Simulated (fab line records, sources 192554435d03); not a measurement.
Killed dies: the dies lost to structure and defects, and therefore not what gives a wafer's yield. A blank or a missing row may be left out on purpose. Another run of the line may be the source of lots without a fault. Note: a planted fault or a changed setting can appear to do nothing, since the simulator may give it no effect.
A struck lot beside a sound one || flow n5_finfet || 20 steps out of a route of 1938
Sound: the wafers L831.3, L831.4, L831.6. Wafers struck: L828.1, L828.4, L828.6. The cause is named last.
Order at every step that has rows: each side's tool, ch and its chambers, its first start. Under that, the readings that differ: sound wafers || struck wafers || difference of the means || sigmas: that difference in standard deviations of wafers without a fault.
alike: words and numbers the same on both sides, and readings whose means are apart by under 2 such deviations; not compared: readings that were withheld, readings missing a value for some wafer, numbers with overlapping values and no deviation given by the record, and bounds like >300 which may hide the same value.
Wherever a step has rows on one side only, a row that says differs or no value, or a row with sigmas, the two part there. Numbers that have no deviation but don't overlap get no sigmas and don't part them. A reading missing from all wafers of one side parts the sides only when that side holds two or more wafers.

first, 8 steps without rows for these wafers: N5_BEOL_M13_SPUTTER_44 (material Ta, target thk 10 nm, time 16.13 s); N5_BEOL_M13_SPUTTER_45 (material Cu, target thk 80 nm, time 13.33 s); N5_BEOL_M13_ECD_47 (material Cu, target thk 936 nm); N5_BEOL_M13_ANNEAL_48 (time 90 s); N5_BEOL_M13_CMP_49 (polishes, stops on SiOC, t overpolish 17.1 s, target thk 420 nm); N5_BEOL_M13_PRE_CLEAN_52 (time 15 s); N5_BEOL_M13_DEP_53 (deposits SiCN from 3MS/NH3, target thk 50 nm, time 17.8 s); N5_BEOL_M14_ILD_DEP_00 (deposits SiO2 from TEOS/O2, target thk 1119.3 nm, time 237.4 s).
N5_BEOL_M14_COAT_58: time 60 s, resist thk 89 nm.
  sound on litho_track-02 ch 0, day 16 07:47; struck on litho_track-03 ch 0, day 15 08:28
{"reading": "spin_speed_rpm (rpm)", "sound": "1500.9 1500.0 1501.7", "struck": "1437.9 1438.6 1438.9", "difference": -62.4, "sigmas": -70}
{"reading": "model.BARC_of_BEOL_M14_COAT_58.thk_nm (nm)", "sound": "89.4 89.4 89.2", "struck": "90.6 90.6 90.8", "difference": "+1.3", "sigmas": ""}
  alike: chill_plate_temp_C, resist_line_temp_C
then, 8 steps without rows for these wafers: N5_BEOL_M14_COAT_04 (resist thk 800 nm); N5_BEOL_M14_EBR_06; N5_BEOL_M14_SOFTBAKE_05 (time 60 s); N5_BEOL_M14_EXPOSE_07 (exposes mask V13); N5_BEOL_M14_PEB_08 (peb time 90 s); N5_BEOL_M14_DEVELOP_09 (develop time 45 s); N5_BEOL_M14_HARDBAKE_14 (time 120 s); N5_BEOL_M14_DESCUM_15 (chemistry O2, time 7.9 s).
N5_BEOL_M14_ETCH_59: etches BARC in N2/H2, target depth 89 nm, overetch 26.7 nm, time 67.9 s.
  sound on rie_diel-01 ch 0,1,3, day 16 08:18; struck on rie_diel-03 ch 0,1, day 15 09:02
{"reading": "model.etch.depth_nm (nm)", "sound": "89.34 89.32 89.24", "struck": "90.59 90.68 90.72", "difference": "+1.36", "sigmas": ""}
  alike: chamber_pressure_mTorr, drypump_motor_current_A, oes_product_au, rf_vpp_V, showerhead_plenum_p_Torr, throttle_valve_pct
  not compared: rf_hours_counter_h
then, 1 step without rows for these wafers: N5_BEOL_M14_VIA_ETCH_16 (etches SiO2 in C4F8/O2/Ar, target depth 1231.3 nm).
N5_PASSIVATION_PROBE_49:
  struck on prober-01, day 16 14:30; sound on prober-01, day 17 14:08
  alike: defect_limited_yield, killed_at_M0_to_M3, killed_at_M4_up, killed_at_contacts, killed_at_front_end, killed_at_other, killed_dies, killed_open, killed_short, sort_bin_4_leakage, sort_bin_5_function, sort_bin_6_memory, sort_n_pass, sort_yield_pct

## WHERE THEY PART
Only at N5_BEOL_M14_COAT_58, within this record. Later steps at which nothing parts them and some readings are alike: N5_BEOL_M14_ETCH_59, N5_PASSIVATION_PROBE_49.

WHY: what had been put in by the simulator
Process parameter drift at N5_BEOL_M14_COAT_58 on litho_track-03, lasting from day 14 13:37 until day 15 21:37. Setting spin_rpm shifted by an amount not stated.
